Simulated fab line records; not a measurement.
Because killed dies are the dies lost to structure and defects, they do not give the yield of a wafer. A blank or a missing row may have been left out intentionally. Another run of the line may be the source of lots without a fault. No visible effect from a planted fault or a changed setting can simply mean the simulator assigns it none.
Matching of chambers | flow nand-harc | NHARC_A_STAIRCASE_ETCH_253 on rie-diel-04 has 4 sister chambers
The step etches the open film in C4F8/O2, target depth 50 nm, time 20.2 s. 8 wafers are shown with their chamber, then 9 later ones without.

EACH WAFER AND ITS CHAMBER
wafer  | chamber | rf-vpp-V (V) | oes-product-au (a.u.)
L079.4 | 3       | 889.1        | 0.950
L078.5 | 1       | 895.7        | 0.970
L080.2 | 2       | 890.4        | 0.926
L080.4 | 1       | 894.9        | 0.923
L080.6 | 2       | 888.0        | 0.936
L084.2 | 0       | 897.5        | 0.986
L084.5 | 0       | 895.7        | 0.981
L084.6 | 3       | 888.4        | 0.970

WAFERS WITHOUT THEIR CHAMBER
wafer  | rf-vpp-V (V) | oes-product-au (a.u.)
L090.1 | 889.5        | 0.965
L090.4 | 895.4        | 0.986
L090.5 | 889.0        | 0.964
L095.1 | 889.0        | 0.967
L095.2 | 892.7        | 0.988
L095.5 | 888.6        | 0.958
L097.1 | 895.6        | 0.959
L097.3 | 894.3        | 0.957
L097.6 | 887.9        | 0.949

WHICH CHAMBER EACH WENT THROUGH
wafer  | from the rows above               | in truth
L090.1 | can't be placed: 3 or 2           | 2
L090.4 | can't be placed: 0 or 1           | 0
L090.5 | can't be placed: 3 or 2           | 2
L095.1 | can't be placed: 3 or 2           | 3
L095.2 | can't be placed: 1 or 0 or 3 or 2 | 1
L095.5 | can't be placed: 3 or 2           | 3
L097.1 | can't be placed: 1 or 0           | 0
L097.3 | can't be placed: 1 or 0           | 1
L097.6 | can't be placed: 3 or 2           | 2
Correct placement for 0 of the 9. Not placeable from these rows: 9 (in 9, the candidates include the true chamber). Placed wrongly: 0.
How it was worked out, from the rows above alone: a wafer's distance from a chamber is the root of the sum, over the readings, of the square of ((its reading less the chamber's mean) divided by the reading's scatter). If the next closest chamber is less than 2 further off than the closest, the wafer can't be placed; otherwise it belongs to the closest. For every chamber, the mean is computed from those of its wafers that are shown. The scatter: the root of (the sum of the squares of (reading less its chamber's mean) over the shown wafers, divided by (wafers less chambers)).
